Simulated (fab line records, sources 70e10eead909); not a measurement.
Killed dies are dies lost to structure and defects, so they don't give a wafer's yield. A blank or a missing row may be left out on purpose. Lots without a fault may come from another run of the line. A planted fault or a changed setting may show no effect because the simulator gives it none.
Chamber matching | flow nand_harc | NHARC_A_CONTACT_ETCH_48 on rie_diel-01: 4 sister chambers
The step etches the open film in CF4, target depth 39 nm, time 65 s. 24 wafers are shown with their chamber, then 12 later ones without.

WAFERS WITH THEIR CHAMBER
wafer  | chamber | showerhead_plenum_p_Torr (Torr) | drypump_motor_current_A (A) | rf_vpp_V (V)
L075.1 | 2       | 1.73                            | 5.6                         | 148.8
L075.3 | 0       | 1.91                            | 5.7                         | 153.2
L075.5 | 2       | 1.73                            | 5.6                         | 149.2
L076.2 | 3       | 1.74                            | 6.2                         | 150.5
L076.3 | 3       | 1.74                            | 6.1                         | 151.0
L076.5 | 0       | 1.90                            | 5.7                         | 152.8
L077.1 | 1       | 1.68                            | 6.1                         | 151.9
L077.2 | 0       | 1.90                            | 5.7                         | 153.0
L077.3 | 3       | 1.74                            | 6.2                         | 151.5
L077.4 | 0       | 1.90                            | 5.7                         | 153.2
L077.5 | 3       | 1.74                            | 6.2                         | 150.2
L077.6 | 1       | 1.68                            | 6.1                         | 151.6
L079.3 | 1       | 1.68                            | 6.1                         | 149.6
L079.4 | 1       | 1.68                            | 6.1                         | 148.9
L079.5 | 3       | 1.74                            | 6.2                         | 150.3
L084.2 | 3       | 1.74                            | 6.2                         | 151.0
L084.4 | 1       | 1.68                            | 6.1                         | 150.9
L084.5 | 3       | 1.74                            | 6.2                         | 150.5
L083.3 | 0       | 1.90                            | 5.7                         | 152.5
L083.5 | 1       | 1.68                            | 6.0                         | 149.6
L083.6 | 2       | 1.73                            | 5.6                         | 149.7
L087.1 | 0       | 1.90                            | 5.7                         | 154.5
L087.2 | 2       | 1.73                            | 5.6                         | 152.5
L087.3 | 1       | 1.68                            | 6.1                         | 150.3

SIGNATURES (means of the wafers above)
reading                  | chamber 0 | chamber 1 | chamber 2 | chamber 3 | scatter within a chamber
showerhead_plenum_p_Torr | 1.9017    | 1.6800    | 1.7300    | 1.7400    | 0.00204
drypump_motor_current_A  | 5.700     | 6.086     | 5.600     | 6.186     | 0.0293
rf_vpp_V                 | 153.200   | 150.400   | 150.050   | 150.714   | 0.989
Rule: a wafer's distance from a chamber is the root of the sum, over the readings, of the square of ((its reading less the chamber's mean) divided by the reading's scatter). The wafer belongs to the nearest chamber; if the next one is less than 2 further off, it can't be placed. The scatter: the root of (the sum of the squares of (reading less its chamber's mean) over the shown wafers, divided by (wafers less chambers)).

WAFERS WITHOUT THEIR CHAMBER
wafer  | showerhead_plenum_p_Torr (Torr) | drypump_motor_current_A (A) | rf_vpp_V (V)
L088.2 | 1.73                            | 5.6                         | 151.6
L088.4 | 1.74                            | 6.2                         | 149.9
L088.5 | 1.90                            | 5.7                         | 152.9
L089.3 | 1.74                            | 6.2                         | 151.1
L089.4 | 1.90                            | 5.7                         | 152.7
L089.6 | 1.74                            | 6.2                         | 151.6
L090.2 | 1.73                            | 5.6                         | 151.0
L090.4 | 1.90                            | 5.7                         | 155.1
L090.6 | 1.74                            | 6.2                         | 150.8
L097.1 | 1.90                            | 5.7                         | 154.6
L097.2 | 1.74                            | 6.2                         | 150.9
L097.5 | 1.67                            | 6.1                         | 149.3

WHICH CHAMBER EACH WENT THROUGH
wafer  | from the rows above | in truth
L088.2 | 2                   | 2
L088.4 | 3                   | 3
L088.5 | 0                   | 0
L089.3 | 3                   | 3
L089.4 | 0                   | 0
L089.6 | 3                   | 3
L090.2 | 2                   | 2
L090.4 | 0                   | 0
L090.6 | 3                   | 3
L097.1 | 0                   | 0
L097.2 | 3                   | 3
L097.5 | 1                   | 1
Placed correctly: 12 of 12. Can't be placed from these rows: 0. Placed wrongly: 0.
